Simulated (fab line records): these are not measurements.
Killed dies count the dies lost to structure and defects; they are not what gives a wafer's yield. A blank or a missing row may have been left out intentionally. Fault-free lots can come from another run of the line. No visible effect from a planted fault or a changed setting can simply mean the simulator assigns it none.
Problem report, 8D (eight disciplines) form, completed by code | flow n5_finfet | the parts of the form that need people (team, actions taken, sign-off) are left out

== 1. WHAT WENT WRONG ==
Mean of run_length_s at N5_BEOL_M6_VIA_ETCH_34: 81.3 s across 5 wafers in 3 lots; on wafers with no fault it is 74.6 s (standard deviation 0.35). That is +19 standard deviations from the usual mean.
The step: etches SiCOH lowk in C4F6/O2, target depth 126.3 nm, time 50.9 s.
First observed at day 12 05:13: wafer L459.2, on rie_diel-06. The record holds 31 wafers of 11 lots with a number at this step. The rule behind "out" and "out of limits": a value lying over 4 standard deviations away from the usual mean. Any other wafer with a number is counted as sound.

== 2. WHAT THIS IS AND IS NOT ==
question                    | is                                     | is not
which readings at this step | run_length_s                           | drypump_motor_current_A, oes_f_703_au, oes_product_au, rf_vpp_V, showerhead_plenum_p_Torr, throttle_valve_pct
which lots                  | L459, L460, L461                       | L446, L447, L449, L450, L451, L452, L453, L464
which wafers of those lots  | L459.2, L460.2, L460.3, L461.2, L461.3 | L459.1, L459.4
read on which tools         | rie_diel-06                            | rie_diel-01, rie_diel-03
when                        | from day 12 05:13                      | up to then (23 sound wafers); but 3 sound wafers of L464 came after

== 3. THE SUSPECTS, EACH WITH WHAT RULES IT OUT ==
Counting: any tool at a process step up to the reading remains a suspect provided it ran every lot that is out. Sound lots after the first of them don't rule it out here, since some wafers of a struck lot are sound.
- rie_diel-06 at N5_BEOL_M6_VIA_ETCH_34 (etches SiCOH lowk in C4F6/O2, target depth 126.3 nm, time 50.9 s): kept. It processed each lot that is out (first: L459, day 12 05:13); up to then, its last sound lot is L453 (day 10 09:38). On those wafers its own readings are out: run_length_s.
The count leaves rie_diel-06 at N5_BEOL_M6_VIA_ETCH_34.

== 4. THE CAUSE (what the simulator had put in) ==
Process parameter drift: rie_diel-06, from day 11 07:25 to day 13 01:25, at N5_BEOL_M6_VIA_ETCH_34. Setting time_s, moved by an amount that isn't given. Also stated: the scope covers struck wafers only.
This tool alone remained once counting was done.

== 5. THE EFFECT CHAIN, in route order ==
Each row: a reading where the mean over the struck wafers with a number is more than 3 standard deviations away from the usual. Readings are gone through only where the record gives a usual standard deviation; hours: the median, over the lots, of the time from a lot's start at the first step in this table giving one to that lot's start at this step; sigmas: the change measured in usual standard deviations.
hours | step                   | reading      | usual  | on struck wafers | change | sigmas
0     | N5_BEOL_M6_VIA_ETCH_34 | run_length_s | 74.6 s | 81.3             | +6.7   | +19
The process steps in it:
- N5_BEOL_M6_VIA_ETCH_34: etches SiCOH lowk in C4F6/O2, target depth 126.3 nm, time 50.9 s.
Later steps that measure or inspect, where all struck wafers having a row at the step show a number for every such reading and not one has moved that far: N5_BEOL_M6_CD_MEAS_35.

== 6. WHAT WOULD HAVE CAUGHT IT SOONER ==
In this record the first reading out of limits was taken at day 12 05:13, 22 hours after the fault began at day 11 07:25.
